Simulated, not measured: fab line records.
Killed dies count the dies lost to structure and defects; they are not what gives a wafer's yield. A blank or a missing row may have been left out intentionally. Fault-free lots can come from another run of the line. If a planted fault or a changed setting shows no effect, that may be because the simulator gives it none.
The tool behind it: which one? / flow n5 finfet / 27 wafers sampled from 9 lots at 1 step of a route of 1938

WHAT THE GAUGES READ, wafer by wafer
N5_WELL_APT_CD_MEAS_08: target cd 200 nm.
lot=L075; measured=day 1 19:36; on=cd sem-02; cd nm (nm)=200.8 200.2 199.4
lot=L079; measured=day 2 19:53; on=cd sem-03; cd nm (nm)=197.7 197.8 199.8
lot=L081; measured=day 3 07:49; on=cd sem-02; cd nm (nm)=201.5 202.4 202.9
lot=L083; measured=day 3 19:41; on=cd sem-02; cd nm (nm)=198.4 199.5 199.7
lot=L086; measured=day 4 13:45; on=cd sem-01; cd nm (nm)=196.4 198.8 197.0
lot=L089; measured=day 5 11:12; on=cd sem-02; cd nm (nm)=199.3 201.8 197.7
lot=L091; measured=day 5 19:34; on=cd sem-03; cd nm (nm)=198.9 197.3 200.1
lot=L093; measured=day 6 07:43; on=cd sem-02; cd nm (nm)=200.4 199.6 201.2
lot=L095; measured=day 6 19:49; on=cd sem-01; cd nm (nm)=196.7 197.7 199.6

WHAT TOOL EACH LOT RAN ON (gives the tool, then ch and the chambers of the sampled wafers, and finally the start)
There is no process step in the record ahead of these readings.

THE ANSWER, worked out from the rows above alone
Rule: the lots themselves supply what counts as usual. Put in order of their means at a reading, lots are off if they are a third of the lots or fewer, leave a main group of 4 or more, and stand apart from it by a gap of 3 or more times the standard deviation of the main group's means; of several such gaps the widest counts. The tables above print the reading to a certain number of digits; a main group whose means all agree to those digits is not used. Also off: a lot with no number at a reading for which 4 or more lots have one. The other lots that the step has rows for count as sound.
No lot is off at any reading shown: from this, nothing can be told.

WHAT WAS PUT IN BY THE SIMULATOR
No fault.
